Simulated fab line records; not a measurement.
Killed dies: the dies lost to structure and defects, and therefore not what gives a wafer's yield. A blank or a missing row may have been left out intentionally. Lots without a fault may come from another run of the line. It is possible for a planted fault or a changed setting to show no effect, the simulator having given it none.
Which of the tools did it? + flow nandHarc + 11 lots with 33 wafers sampled at 4 steps, on a route of 1302 steps

== WHAT EACH GAUGE READ, for each wafer ==
NHARC_A_CHANNEL_HOLE_D1_INSPECT_40.
| lot  | measured     | on               | rawDefectCount |
|------|--------------|------------------|----------------|
| L188 | day 9 21:11  | defectInspect-02 | 92 90 109      |
| L189 | day 10 04:10 | defectInspect-01 | 84 55 47       |
| L190 | day 10 06:32 | defectInspect-01 | 107 93 92      |
| L191 | day 10 16:18 | defectInspect-01 | 70 118 61      |
| L193 | day 12 06:35 | defectInspect-01 | 47 53 50       |
| L196 | day 12 21:30 | defectInspect-01 | 43 49 43       |
| L197 | day 13 08:16 | defectInspect-02 | 67 67 58       |
| L203 | day 15 17:47 | defectInspect-02 | 75 676 71      |
| L202 | day 15 20:02 | defectInspect-02 | 568 43 53      |
| L206 | day 17 02:20 | defectInspect-02 | 74 53 79       |
| L208 | day 18 00:04 | defectInspect-02 | 77 82 69       |

== WHAT TOOL EACH LOT RAN ON (gives the tool, then ch and the chambers of the sampled wafers, and finally the start) ==
| lot  | NHARC_A_CHANNEL_HOLE_D1_ETCH_34              | NHARC_A_CHANNEL_HOLE_D1_ETCH_16              | NHARC_A_CHANNEL_HOLE_D1_STRIP_43  |
|------|----------------------------------------------|----------------------------------------------|-----------------------------------|
| L188 | rieDiel-10 ch 1,2,3, day 9 20:10 or earlier  | rieDiel-10 ch 2,3, day 9 20:10 or earlier    | rieDiel-10 ch 0,3, day 9 20:10    |
| L189 | rieDiel-02 ch 0,3, day 10 03:08 or earlier   | rieDiel-02 ch 0,3, day 10 03:08 or earlier   | rieDiel-10 ch 1,2,3, day 10 03:08 |
| L190 | rieDiel-09 ch 0,1, day 10 05:31 or earlier   | rieDiel-09 ch 1,2, day 10 05:31 or earlier   | rieDiel-10 ch 0,2,3, day 10 05:31 |
| L191 | rieDiel-10 ch 0,1,3, day 10 15:15 or earlier | rieDiel-10 ch 1,2,3, day 10 15:15 or earlier | rieDiel-02 ch 1,2,3, day 10 15:15 |
| L193 | rieDiel-10 ch 0,1,2, day 12 05:34 or earlier | rieDiel-10 ch 0,2,3, day 12 05:34 or earlier | rieDiel-10 ch 0,1,3, day 12 05:34 |
| L196 | rieDiel-10 ch 0,1, day 12 20:27 or earlier   | rieDiel-10 ch 0,1,3, day 12 20:27 or earlier | rieDiel-10 ch 0,1,3, day 12 20:27 |
| L197 | rieDiel-02 ch 1,2,3, day 13 07:13 or earlier | rieDiel-02 ch 0,1, day 13 07:13 or earlier   | rieDiel-10 ch 0,2, day 13 07:13   |
| L203 | rieDiel-09 ch 2,3, day 15 16:44 or earlier   | rieDiel-09 ch 0,1,2, day 15 16:44 or earlier | rieDiel-10 ch 0,1,3, day 15 16:44 |
| L202 | rieDiel-09 ch 0,3, day 15 18:58 or earlier   | rieDiel-09 ch 1,2,3, day 15 18:58 or earlier | rieDiel-10 ch 0,1,3, day 15 18:58 |
| L206 | rieDiel-02 ch 1,2, day 17 01:12 or earlier   | rieDiel-02 ch 0,1,2, day 17 01:12 or earlier | rieDiel-02 ch 0,1,2, day 17 01:12 |
| L208 | rieDiel-10 ch 1,2, day 17 23:01 or earlier   | rieDiel-10 ch 0,3, day 17 23:01 or earlier   | rieDiel-02 ch 0,2,3, day 17 23:01 |
- NHARC_A_CHANNEL_HOLE_D1_ETCH_34: etches the open film in CF4/CHF3, target depth 154 nm, time 77 s.
- NHARC_A_CHANNEL_HOLE_D1_ETCH_16: etches the open film in O2/COS, target depth 3100 nm, time 806 s.
- NHARC_A_CHANNEL_HOLE_D1_STRIP_43: strips in O2/COS.

== THE ANSWER, worked out from the rows above alone ==
Rule: what is usual is taken from the lots themselves. The widest of any qualifying gaps counts: lots, ordered by their means at a reading, are off when they make up no more than a third of the lots, leave a main group of 4 or more, and stand apart from it by 3 or more times the standard deviation of that group's means. The tables above print the reading to a certain number of digits; a main group whose means all agree to those digits is not used. Also off: a lot with no number at a reading for which 4 or more lots have one. The other lots that the step has rows for count as sound.
Off: L203, L202 (NHARC_A_CHANNEL_HOLE_D1_INSPECT_40, rawDefectCount). Mean 71 and standard deviation 18 in the main group.
If a tool, at a process step before that reading, ran all the lots that are off and no sound lot after the first of them, it fits. Gauges at NHARC_A_CHANNEL_HOLE_D1_INSPECT_40: tried the same way as those tools. NHARC_A_CHANNEL_HOLE_D1_ETCH_34: start missing for some lots; hours and lot order therefore follow NHARC_A_CHANNEL_HOLE_D1_STRIP_43. NHARC_A_CHANNEL_HOLE_D1_ETCH_16: start missing for some lots; hours and lot order therefore follow NHARC_A_CHANNEL_HOLE_D1_STRIP_43. Can't be told from this: 2 tools fit, rieDiel-09 at NHARC_A_CHANNEL_HOLE_D1_ETCH_34 and NHARC_A_CHANNEL_HOLE_D1_ETCH_16, rieDiel-10 at NHARC_A_CHANNEL_HOLE_D1_STRIP_43.

== WHAT WAS PUT IN BY THE SIMULATOR ==
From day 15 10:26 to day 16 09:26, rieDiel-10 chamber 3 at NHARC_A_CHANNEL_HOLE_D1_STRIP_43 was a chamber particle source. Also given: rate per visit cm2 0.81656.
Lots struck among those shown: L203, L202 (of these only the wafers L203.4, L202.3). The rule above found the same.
